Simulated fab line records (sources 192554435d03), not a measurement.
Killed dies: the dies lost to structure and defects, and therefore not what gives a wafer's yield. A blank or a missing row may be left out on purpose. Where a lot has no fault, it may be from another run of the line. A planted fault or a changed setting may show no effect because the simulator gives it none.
fab line records + flow n5Finfet
record:
- lots: 11
- wafers: 33
- lastDay: 19
route steps=1938 shown SDB@365 DUMMY_REMOVAL@378 HKMG_FIN@390 PASSIVATION@1936
lots that met no fault: from a run of the same line without faults
startH: the number of hours between the record's first day and the start of the first shown wafer of the lot + waitH: time in hours since the lot's previous step + " repeats the value in the row above + L1.1+2: a single row standing in for several wafers + - value missing, or start not given + * or withheld: withheld + < > ~ a bound
route shown NAME@n: a module of which the file shows steps, and the number in the route of the first + usual: mean/standard deviation taken from wafers without a fault + same: alike in all rows + chamber/n: place in a boat + sites: the reading at each site + _std_site: their standard deviation + _edge_site: the outer-site mean with the inner-site mean subtracted + radiusMm: how far each site lies from the wafer's centre + mask NAME#n: copy n + behind: tool/chamber where the wafer was last shaped + hold: cause of the lot's hold/its duration in hours/its outcome + device: whichever transistor did not switch (one of n, p or np) + end of line: tests of these same wafers at the route's end + step lacking rows: just its recipe + killed: at the first sort, the dies lost to defects and structure; wafer yield is something else + map: a wafer's dies, marking killed ones x, the rest . and places with no die _
set.NAME: setting as actually run; set.NAME@STEP: the setting as run at that earlier step + model.NAME: the simulator's own value behind a step, which no gauge read
route steps across a sampled set of lots; one table per step, one row per wafer
services: from which hour (startH, from the record's first day; less than 0 if before it) a tool's chamber was out of use, for how many hours, and why
== steps ==
step: N5_SDB_STRIP_22
recipe:
- chemistry: N2/H2
- powerW: 1000
- tempC: 250
- h2Frac: 0.65
- overashFraction: 0.3
- pressureMtorr: withheld
- n2FlowSccm: 1750
- h2FlowSccm: 3250
usual:
- drypumpMotorCurrentA: 5.7/0.66
- h2FlowSccm: 3251/10
- heaterPowerW: 327/50
- n2FlowSccm: 1750/5.3
- oesProductAu: 0.715/0.0046
- stripTimeToEndpointS: 96.45/0.29
| lot.wafer | tool           | chamber | startH | waitH | drypumpMotorCurrentA | h2FlowSccm | heaterPowerW | n2FlowSccm | oesProductAu | rfHoursCounterH | stripTimeToEndpointS |
|-----------|----------------|---------|--------|-------|----------------------|------------|--------------|------------|--------------|-----------------|----------------------|
| L454.1    | plasmaAsher-02 | 0       | 76.39  | 0.1   | 6.1                  | 3262       | 272          | 1750       | 0.714        | 86              | 96.32                |
| L454.5    | "              | 0       | "      | "     | 6.1                  | 3244       | 279          | 1756       | 0.714        | -               | 96.06                |
| L454.6    | "              | 1       | "      | "     | 6.5                  | 3258       | 418          | 1754       | 0.714        | -               | 96.27                |
| L455.2    | plasmaAsher-01 | 1       | 80.15  | 0.1   | 4.7                  | 3255       | 335          | 1751       | 0.723        | 37              | 96.30                |
| L455.3    | "              | 1       | "      | "     | 4.7                  | 3252       | 348          | 1746       | 0.714        | -               | 96.58                |
| L455.5    | "              | 1       | "      | "     | 4.8                  | 3251       | 335          | 1734       | 0.715        | -               | 96.60                |
| L457.1    | plasmaAsher-01 | 1       | 91.20  | 0.1   | 4.7                  | 3243       | 334          | 1751       | 0.718        | 39              | 96.12                |
| L457.2    | "              | 0       | "      | "     | 5.8                  | 3234       | 286          | 1757       | 0.715        | 39              | 96.26                |
| L457.6    | "              | 0       | "      | "     | 5.8                  | 3253       | 284          | 1747       | 0.710        | -               | 96.22                |
| L459.3    | plasmaAsher-01 | 1       | 105.41 | 0.1   | 4.7                  | 3242       | 341          | 1756       | 0.709        | -               | 96.12                |
| L459.4    | "              | 0       | "      | "     | 5.8                  | 3227       | 288          | 1758       | 0.725        | -               | 96.30                |
| L459.6    | "              | 0       | "      | "     | 5.8                  | 3241       | 288          | 1752       | 0.716        | -               | 96.37                |
| L461.2    | plasmaAsher-01 | 1       | 115.16 | 0.1   | 4.7                  | 3252       | 344          | 1751       | 0.712        | 46              | 96.84                |
| L461.4    | "              | 0       | "      | "     | 5.8                  | 3258       | 295          | 1751       | 0.714        | -               | 96.89                |
| L461.5    | "              | 1       | "      | "     | 4.7                  | 3261       | 343          | 1752       | 0.718        | -               | 96.99                |
| L463.1    | plasmaAsher-01 | 0       | 127.20 | 0.1   | 5.8                  | 3258       | 287          | 1751       | 0.721        | 49              | 96.18                |
| L463.3    | "              | 1       | "      | "     | 4.7                  | 3252       | 344          | 1748       | 0.712        | -               | 96.29                |
| L463.4    | "              | 0       | "      | "     | 5.8                  | 3242       | 291          | 1745       | 0.709        | -               | 96.14                |
| L469.2    | plasmaAsher-02 | 0       | 165.47 | 0.1   | 6.1                  | 3248       | 287          | 1751       | 0.711        | 101             | 96.34                |
| L469.4    | "              | 0       | "      | "     | 6.1                  | 3248       | 283          | 1754       | 0.720        | -               | 96.28                |
| L469.6    | "              | 1       | "      | "     | 6.5                  | 3251       | 407          | 1746       | 0.716        | -               | 96.08                |
| L470.2    | plasmaAsher-02 | 0       | 168.10 | 0.1   | 6.1                  | 3238       | 282          | 1738       | 0.709        | 102             | 96.49                |
| L470.4    | "              | 1       | "      | "     | 6.5                  | 3246       | 414          | 1754       | 0.713        | -               | 96.52                |
| L470.6    | "              | 0       | "      | "     | 6.1                  | 3245       | 278          | 1753       | 0.717        | -               | 96.05                |
| L471.3    | plasmaAsher-01 | 0       | 174.38 | 0.1   | 5.8                  | 3247       | 271          | 1748       | 0.714        | -               | 96.59                |
| L471.4    | "              | 1       | "      | "     | 4.7                  | 3269       | 328          | 1746       | 0.721        | -               | 96.30                |
| L471.5    | "              | 1       | "      | "     | 4.7                  | 3250       | 338          | 1747       | 0.717        | -               | 96.61                |
| L473.2    | plasmaAsher-01 | 0       | 187.24 | 0.1   | 5.8                  | 3266       | 287          | 1745       | 0.716        | 61              | 96.34                |
| L473.3    | "              | 1       | "      | "     | 4.7                  | 3257       | 347          | 1750       | 0.723        | -               | 96.47                |
| L473.5    | "              | 0       | "      | "     | 5.8                  | 3243       | 292          | 1749       | 0.712        | -               | 96.36                |
| L476.1    | plasmaAsher-01 | 0       | 207.01 | 0.1   | 5.8                  | 3245       | 288          | 1747       | 0.712        | 65              | 96.51                |
| L476.4    | "              | 1       | "      | "     | 4.7                  | 3261       | 346          | 1746       | 0.717        | -               | 96.29                |
| L476.6    | "              | 1       | "      | "     | 4.8                  | 3265       | 342          | 1757       | 0.714        | -               | 96.52                |
step: N5_SDB_INSPECT_36
recipe:
- inspectInstrument: darkfield
- mode: postCmp
usual:
- rawDefectCount: 39/21
| lot.wafer | tool             | chamber | startH | waitH | rawDefectCount |
|-----------|------------------|---------|--------|-------|----------------|
| L454.1    | defectInspect-02 | -       | 79.94  | 0.0   | 77             |
| L454.5    | "                | -       | "      | "     | 45             |
| L454.6    | "                | -       | "      | "     | 39             |
| L455.2    | defectInspect-02 | -       | 83.98  | 0.0   | 72             |
| L455.3    | "                | -       | "      | "     | 45             |
| L455.5    | "                | -       | "      | "     | 54             |
| L457.1    | defectInspect-02 | -       | 95.05  | 0.0   | 37             |
| L457.2    | "                | -       | "      | "     | 40             |
| L457.6    | "                | -       | "      | "     | 42             |
| L459.3    | defectInspect-02 | -       | 108.91 | 0.0   | 85             |
| L459.4    | "                | -       | "      | "     | 61             |
| L459.6    | "                | -       | "      | "     | 74             |
| L461.2    | defectInspect-01 | -       | 119.01 | 0.0   | 17             |
| L461.4    | "                | -       | "      | "     | 26             |
| L461.5    | "                | -       | "      | "     | 17             |
| L463.1    | defectInspect-02 | -       | 130.74 | 0.0   | 62             |
| L463.3    | "                | -       | "      | "     | 55             |
| L463.4    | "                | -       | "      | "     | 34             |
| L469.2    | defectInspect-01 | -       | 169.35 | 0.0   | 25             |
| L469.4    | "                | -       | "      | "     | 31             |
| L469.6    | "                | -       | "      | "     | 40             |
| L470.2    | defectInspect-01 | -       | 172.28 | 0.2   | 15             |
| L470.4    | "                | -       | "      | "     | 20             |
| L470.6    | "                | -       | "      | "     | 19             |
| L471.3    | defectInspect-01 | -       | 178.03 | 0.0   | 28             |
| L471.4    | "                | -       | "      | "     | 29             |
| L471.5    | "                | -       | "      | "     | 31             |
| L473.2    | defectInspect-02 | -       | 191.29 | 0.0   | 30             |
| L473.3    | "                | -       | "      | "     | 57             |
| L473.5    | "                | -       | "      | "     | 38             |
| L476.1    | defectInspect-01 | -       | 212.37 | 0.0   | 56             |
| L476.4    | "                | -       | "      | "     | 39             |
| L476.6    | "                | -       | "      | "     | 51             |
step: N5_DUMMY_REMOVAL_STRIP_10
recipe:
- chemistry: N2/H2
- timeS: 40
- powerW: 100
- tempC: 40
- pressureMtorr: 100
- rfFrequencyHz: 6e+07
- biasPowerW: 3
- n2FlowSccm: 300
- h2FlowSccm: 300
usual:
- biasPowerW: 3.000/0.0099
- chamberPressureMTorr: 100.00/0.088
- drypumpMotorCurrentA: 5.5/0.47
- h2FlowSccm: 299.9/0.84
- n2FlowSccm: 300.0/0.81
- oesProductAu: 0.75/0.05
- rfVppV: 45.5/0.85
- showerheadPlenumPTorr: 3.44/0.1
- throttleValvePct: 12.30/0.23
same:
- timeS: 40
| lot.wafer | tool       | chamber | startH | waitH | biasPowerW | chamberPressureMTorr | drypumpMotorCurrentA | h2FlowSccm | n2FlowSccm | oesProductAu | rfHoursCounterH | rfVppV | showerheadPlenumPTorr | throttleValvePct |
|-----------|------------|---------|--------|-------|------------|----------------------|----------------------|------------|------------|--------------|-----------------|--------|-----------------------|------------------|
| L454.1    | rieDiel-04 | 1       | 80.01  | 0.0   | 3.032      | 100.04               | 6.1                  | 301.5      | 298.9      | 0.70         | 203             | 44.5   | 3.22                  | 12.29            |
| L454.5    | "          | 1       | "      | "     | 3.006      | 100.07               | 6.1                  | 299.7      | 299.3      | 0.70         | -               | 45.2   | 3.22                  | 12.31            |
| L454.6    | "          | 2       | "      | "     | 3.019      | 100.04               | 5.5                  | 299.2      | 301.0      | 0.75         | -               | 45.3   | 3.37                  | 12.27            |
| L455.2    | rieDiel-01 | 3       | 84.05  | 0.0   | 3.016      | 99.95                | 4.7                  | 300.8      | 300.1      | 0.77         | 139             | 44.7   | 3.52                  | 12.00            |
| L455.3    | "          | 1       | "      | "     | 2.992      | 100.08               | 5.8                  | 298.9      | 300.2      | 0.72         | 199             | 46.5   | 3.49                  | 12.55            |
| L455.5    | "          | 1       | "      | "     | 2.995      | 100.08               | 5.8                  | 299.3      | 300.6      | 0.72         | -               | 43.6   | 3.49                  | 12.56            |
| L457.1    | rieDiel-02 | 1       | 95.12  | 0.0   | 3.014      | 100.15               | 5.1                  | 299.5      | 300.0      | 0.78         | 122             | 44.6   | 3.53                  | 12.00            |
| L457.2    | "          | 2       | "      | "     | 2.996      | 99.84                | 4.8                  | 299.2      | 300.7      | 0.88         | 49              | 44.2   | 3.57                  | 12.49            |
| L457.6    | "          | 2       | "      | "     | 2.989      | 99.94                | 4.8                  | 300.1      | 299.9      | 0.87         | -               | 45.0   | 3.57                  | 12.50            |
| L459.3    | rieDiel-04 | 1       | 109.36 | 0.0   | 3.015      | 99.94                | 6.1                  | 301.0      | 299.5      | 0.70         | 212             | 44.6   | 3.21                  | 12.32            |
| L459.4    | "          | 0       | "      | "     | 3.010      | 100.13               | 6.1                  | 299.4      | 299.9      | 0.71         | 226             | 46.2   | 3.47                  | 12.57            |
| L459.6    | "          | 0       | "      | "     | 2.994      | 99.96                | 6.1                  | 299.9      | 301.0      | 0.71         | -               | 45.3   | 3.47                  | 12.56            |
| L461.2    | rieDiel-02 | 1       | 119.16 | 0.0   | 2.999      | 100.05               | 5.1                  | 299.9      | 300.0      | 0.77         | 130             | 44.0   | 3.53                  | 12.01            |
| L461.4    | "          | 0       | "      | "     | 3.004      | 99.89                | 5.1                  | 299.5      | 300.4      | 0.71         | 177             | 46.3   | 3.51                  | 12.34            |
| L461.5    | "          | 2       | "      | "     | 2.989      | 99.96                | 4.9                  | 299.7      | 300.1      | 0.87         | -               | 44.8   | 3.57                  | 12.51            |
| L463.1    | rieDiel-04 | 2       | 130.81 | 0.0   | 3.002      | 99.97                | 5.5                  | 299.6      | 299.2      | 0.73         | 175             | 46.5   | 3.36                  | 12.31            |
| L463.3    | "          | 1       | "      | "     | 2.996      | 100.03               | 6.1                  | 299.0      | 300.2      | 0.68         | 219             | 43.4   | 3.21                  | 12.35            |
| L463.4    | "          | 3       | "      | "     | 2.999      | 100.04               | 5.7                  | 299.4      | 299.3      | 0.77         | 121             | 46.2   | 3.38                  | 12.07            |
| L469.2    | rieDiel-04 | 3       | 169.41 | 0.0   | 2.989      | 99.99                | 5.7                  | 300.7      | 300.8      | 0.76         | 132             | 44.9   | 3.38                  | 12.11            |
| L469.4    | "          | 1       | "      | "     | 2.998      | 100.06               | 6.1                  | 298.8      | 300.0      | 0.68         | 230             | 45.6   | 3.20                  | 12.35            |
| L469.6    | "          | 2       | "      | "     | 2.983      | 99.82                | 5.5                  | 299.3      | 300.9      | 0.72         | -               | 44.3   | 3.35                  | 12.34            |
| L470.2    | rieDiel-04 | 2       | 172.34 | 0.0   | 2.997      | 99.92                | 5.5                  | 301.6      | 300.8      | 0.72         | 187             | 44.3   | 3.35                  | 12.35            |
| L470.4    | "          | 0       | "      | "     | 2.983      | 99.98                | 6.1                  | 299.2      | 301.6      | 0.69         | 243             | 44.5   | 3.46                  | 12.62            |
| L470.6    | "          | 0       | "      | "     | 3.008      | 100.05               | 6.1                  | 299.9      | 302.7      | 0.70         | -               | 46.7   | 3.46                  | 12.61            |
| L471.3    | rieDiel-02 | 0       | 178.09 | 0.0   | 3.010      | 99.86                | 5.0                  | 298.6      | 299.7      | 0.69         | 197             | 45.4   | 3.50                  | 12.41            |
| L471.4    | "          | 3       | "      | "     | 2.992      | 100.07               | 5.5                  | 300.4      | 300.2      | 0.82         | 77              | 45.8   | 3.56                  | 11.90            |
| L471.5    | "          | 1       | "      | "     | 2.989      | 99.87                | 5.1                  | 300.3      | 300.6      | 0.76         | -               | 45.9   | 3.52                  | 12.07            |
| L473.2    | rieDiel-01 | 2       | 191.36 | 0.0   | 3.002      | 100.03               | 5.0                  | 300.6      | 299.9      | 0.75         | 156             | 45.3   | 3.37                  | 12.33            |
| L473.3    | "          | 1       | "      | "     | 2.996      | 100.00               | 5.8                  | 300.9      | 299.9      | 0.70         | 235             | 45.4   | 3.47                  | 12.65            |
| L473.5    | "          | 2       | "      | "     | 3.006      | 99.94                | 5.0                  | 300.8      | 299.8      | 0.75         | -               | 46.3   | 3.37                  | 12.32            |
| L476.1    | rieDiel-01 | 3       | 212.44 | 0.0   | 3.011      | 99.89                | 4.7                  | 299.9      | 300.2      | 0.74         | 179             | 45.7   | 3.50                  | 12.12            |
| L476.4    | "          | 1       | "      | "     | 2.982      | 100.17               | 5.8                  | 300.6      | 299.3      | 0.69         | 240             | 46.6   | 3.47                  | 12.66            |
| L476.6    | "          | 2       | "      | "     | 3.001      | 100.01               | 5.0                  | 299.5      | 299.2      | 0.75         | -               | 44.6   | 3.37                  | 12.32            |
step: N5_HKMG_FIN_COAT_41
recipe:
- resist: SOC
- tempC: 250
- timeS: 60
- spinRpm: 1500
- resistThkNm: 300
usual:
- spinSpeedRpm: 1500.1/1.1
same:
- timeS: 60
| lot.wafer | tool          | chamber | startH | waitH | spinSpeedRpm |
|-----------|---------------|---------|--------|-------|--------------|
| L454.1    | lithoTrack-01 | 0       | 81.23  | -     | 1500.4       |
| L454.5    | "             | 0       | "      | "     | 1500.5       |
| L454.6    | "             | 0       | "      | "     | 1500.3       |
| L455.2    | lithoTrack-02 | 0       | 85.15  | -     | 1499.7       |
| L455.3    | "             | 0       | "      | "     | 1500.1       |
| L455.5    | "             | 0       | "      | "     | 1502.1       |
| L457.1    | lithoTrack-04 | 0       | 96.23  | -     | 1500.0       |
| L457.2    | "             | 0       | "      | "     | 1499.7       |
| L457.6    | "             | 0       | "      | "     | 1499.4       |
| L459.3    | lithoTrack-01 | 0       | 110.53 | -     | 1499.0       |
| L459.4    | "             | 0       | "      | "     | 1501.2       |
| L459.6    | "             | 0       | "      | "     | 1500.2       |
| L461.2    | lithoTrack-02 | 0       | 120.35 | -     | 1500.0       |
| L461.4    | "             | 0       | "      | "     | 1500.3       |
| L461.5    | "             | 0       | "      | "     | 1500.3       |
| L463.1    | lithoTrack-01 | 0       | 131.94 | -     | 1501.1       |
| L463.3    | "             | 0       | "      | "     | 1501.1       |
| L463.4    | "             | 0       | "      | "     | 1501.1       |
| L469.2    | lithoTrack-01 | 0       | 170.66 | -     | 1745.9       |
| L469.4    | "             | 0       | "      | "     | 1745.5       |
| L469.6    | "             | 0       | "      | "     | 1746.8       |
| L470.2    | lithoTrack-02 | 0       | 173.73 | -     | 1500.4       |
| L470.4    | "             | 0       | "      | "     | 1502.2       |
| L470.6    | "             | 0       | "      | "     | 1501.1       |
| L471.3    | lithoTrack-04 | 0       | 179.19 | -     | 1499.6       |
| L471.4    | "             | 0       | "      | "     | 1498.7       |
| L471.5    | "             | 0       | "      | "     | 1499.5       |
| L473.2    | lithoTrack-01 | 0       | 192.46 | -     | 1743.4       |
| L473.3    | "             | 0       | "      | "     | 1744.6       |
| L473.5    | "             | 0       | "      | "     | 1743.1       |
| L476.1    | lithoTrack-04 | 0       | 213.54 | -     | 1498.2       |
| L476.4    | "             | 0       | "      | "     | 1499.7       |
| L476.6    | "             | 0       | "      | "     | 1499.1       |
step: N5_PASSIVATION_PROBE_49
usual:
- killed_at_M0_to_M3: 36/11
- killed_at_M4_up: 13/5.1
- killedAtContacts: 14/4.9
- killedAtFrontEnd: 41/10
- killedAtOther: 3.4/2.6
- killedDies: 107/16
- killedOpen: 70/11
- killedShort: 36/7.8
same:
- grossDies: 1180
- killedAtBackSide: 0
| lot.wafer | tool      | chamber | startH | waitH | killed_at_M0_to_M3 | killed_at_M4_up | killedAtContacts | killedAtFrontEnd | killedAtOther | killedDies | killedOpen | killedShort |
|-----------|-----------|---------|--------|-------|--------------------|-----------------|------------------|------------------|---------------|------------|------------|-------------|
| L463.1    | prober-02 | -       | 369.12 | 0.0   | 25                 | 3               | 27               | 36               | 1             | 92         | 61         | 30          |
| L463.3    | prober-02 | -       | 369.22 | 0.1   | 27                 | 10              | 18               | 40               | 6             | 101        | 69         | 27          |
| L463.4    | prober-02 | -       | 369.27 | 0.2   | 37                 | 11              | 9                | 48               | 0             | 105        | 68         | 36          |
killed by level:class
L463.1 MOL_CONTACT_COAG:geometricParticle:open=23 FIN_SAQP:geometricParticle:short=15 FIN_SAQP:geometricParticle:open=10 BEOL_M1:geometricParticle:open=9 BEOL_M0_SAQP:geometricParticle:open=5 MOL_CONTACT_COAG:geometricParticle:short=4 BEOL_M3:geometricParticle:open=4 ILD0:geometricParticle:short=3
L463.3 FIN_SAQP:geometricParticle:open=20 MOL_CONTACT_COAG:geometricParticle:open=15 FIN_SAQP:geometricParticle:short=6 BEOL_M2:geometricParticle:short=5 BEOL_M3:geometricParticle:open=4 BEOL_M0_SAQP:geometricParticle:short=4 BEOL_M0_SAQP:geometricParticle:open=4 PASS1_DEP:geometricParticle:open=4
L463.4 FIN_SAQP:geometricParticle:open=14 FIN_SAQP:geometricParticle:short=10 BEOL_M4:geometricParticle:open=8 BEOL_M0_SAQP:geometricParticle:open=8 MOL_CONTACT_COAG:geometricParticle:open=7 BEOL_M0_SAQP:geometricParticle:short=7 ILD0:geometricParticle:short=6 BEOL_M0:geometricParticle:open=6
== services ==
| tool           | chamber | startH | hours | kind                        |
|----------------|---------|--------|-------|-----------------------------|
| lithoTrack-02  | -       | 52.75  | -     | consumableReplace:filter    |
| lithoTrack-01  | -       | 56.66  | -     | consumableReplace:filter    |
| plasmaAsher-02 | -       | 60.41  | 7.1   | repair                      |
| rieDiel-04     | 3       | 87.56  | 2.5   | repair                      |
| rieDiel-02     | 0       | 100.91 | 6.0   | repair                      |
| rieDiel-02     | 2       | 137.47 | 6.3   | repair                      |
| rieDiel-02     | 3       | 164.68 | 12.2  | repair                      |
| rieDiel-04     | 1       | 180.16 | 11.0  | repair                      |
| lithoTrack-02  | -       | 185.61 | -     | consumableReplace:filter    |
| rieDiel-04     | 0       | 191.20 | -     | clean                       |
| rieDiel-04     | 0       | 191.20 | -     | consumableReplace:focusRing |
| rieDiel-04     | 0       | 191.20 | 20.1  | scheduledDown               |
| rieDiel-04     | 0       | 191.20 | 20.1  | ventCycle                   |
| rieDiel-02     | -       | 195.75 | 0.3   | repair                      |
| rieDiel-02     | 3       | 210.60 | 4.7   | repair                      |
== key ==
firstSign:
- step: N5_HKMG_FIN_COAT_41
- reading: spinSpeedRpm
- direction: up
- sigmas: 99+
- usual: *
- struck: *
effect none on later readings
metAt N5_HKMG_FIN_COAT_41
struckLots L469,L473
testerLeftOut L469,L473
notActingAt N5_SDB_STRIP_22,N5_SDB_INSPECT_36,N5_DUMMY_REMOVAL_STRIP_10
onsetBetween 131.94 170.66
fault:
- kind: processParameterDrift
- tool: lithoTrack-01
- chamber: -
- onsetH: 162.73
- steps: N5_HKMG_FIN_COAT_41
- channel: spinRpm
- offset: *
- shape: step
- endH: 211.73
- actsIn: *
- stated: *
testerLeftOut: of these lots the tester's yield and bins aren't shown, on N5 and GAA mostly nor the transistor test; their killed dies are dies lost to structure and defects alone, not to doping, threshold or leakage, so they don't give the yield
